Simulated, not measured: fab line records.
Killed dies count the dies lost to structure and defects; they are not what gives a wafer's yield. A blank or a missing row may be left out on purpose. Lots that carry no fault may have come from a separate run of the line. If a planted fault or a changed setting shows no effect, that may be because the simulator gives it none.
One fault through the eyes of 2 desks -- flow n5_finfet -- numbers are kept per desk, each desk with only its own; the story behind them comes last

== THE METROLOGY DESK ==
Means of the sampled wafers that have a number, per lot and without regard to the tool the lot ran on: this is what the gauges read. The brackets show how far a lot's mean lies from the usual mean; more than 4 standard deviations puts the lot out of limits, marked OUT. Of its 11 readings 7 are shown: the one that was out of limits first, and those that lie furthest out on some lot.
Columns: A = cd_nm at N5_FIN_SAQP_CD_MEAS_27, usual 20.23 nm; B = IOFF_N at N5_BEOL_M4_RC_MEAS_101, usual 0.156 nA/um; C = IOFF_P at N5_BEOL_M4_RC_MEAS_101, usual 0.21 nA/um; D = ION_N at N5_BEOL_M4_RC_MEAS_101, usual 673 uA/um; E = SS_N at N5_BEOL_M4_RC_MEAS_101, usual 71.4 mV/dec; F = SS_P at N5_BEOL_M4_RC_MEAS_101, usual 73.3 mV/dec; G = VT_P at N5_BEOL_M4_RC_MEAS_101, usual -250 mV
lot,first seen here,A,B,C,D,E,F,G
L860,day 3 02:46,20.19,0.147,0.23,670,71.5,73.1,-248
L875,day 6 18:17,18.86 (-5.5) OUT,0.139,0.18,671,70.4,72.7,-252
L877,day 7 06:33,19.44,0.159,0.23,666,70.9,73.4,-246
L878,day 7 12:11,18.74 (-6.0) OUT,0.119,0.15,668,71.0,72.1,-256
L879,day 7 17:44,20.08,0.190,0.23,697,71.5,73.9,-249
This desk's finding: out of limits on L875, L878; first on L875, day 6 18:17 (cd_nm at N5_FIN_SAQP_CD_MEAS_27). Within limits: L860, L877, L879.

== AT THE TOOL OWNER'S DESK: ald_sin-04 ==
The tool's own readings at N5_FIN_SAQP_SPACER1_ALD_24 (deposits SiO2, target thk 20.3 nm, pulse time 1 s, purge time 2 s): means of the sampled wafers that have a number, for each lot that ran on this tool. The brackets show how far a lot's mean lies from the usual mean; more than 4 standard deviations puts the lot out of limits, marked OUT.
Columns: A = heater_power_w at N5_FIN_SAQP_SPACER1_ALD_24, usual 465 W; B = precursor_pulse_height_rel at N5_FIN_SAQP_SPACER1_ALD_24, usual 1.000
lot,first seen here,A,B
L860,day 3 01:40,448,1.005
L875,day 6 17:22,456,1.006
L877,day 7 05:37,467,1.001
L878,day 7 11:10,460,1.003
This desk's finding: nothing out of limits on any of the 4 lots.

== BROUGHT TOGETHER ==
Metrology desk: alarm possible at day 6 18:17 on L875, L878.
Nothing out of limits was seen by the tool owner's desk.
On record at the tool owner's desk: L875, L878, within its limits.
Of the lots named, all ran N5_FIN_SAQP_SPACER1_ALD_24 on ald_sin-04.

== WHAT WAS PUT IN BY THE SIMULATOR ==
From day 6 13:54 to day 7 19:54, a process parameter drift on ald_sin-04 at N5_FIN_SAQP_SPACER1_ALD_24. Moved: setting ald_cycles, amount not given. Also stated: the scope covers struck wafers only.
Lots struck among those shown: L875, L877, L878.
Hours from the fault's start to each desk's first reading out of limits: the metrology desk, 4.
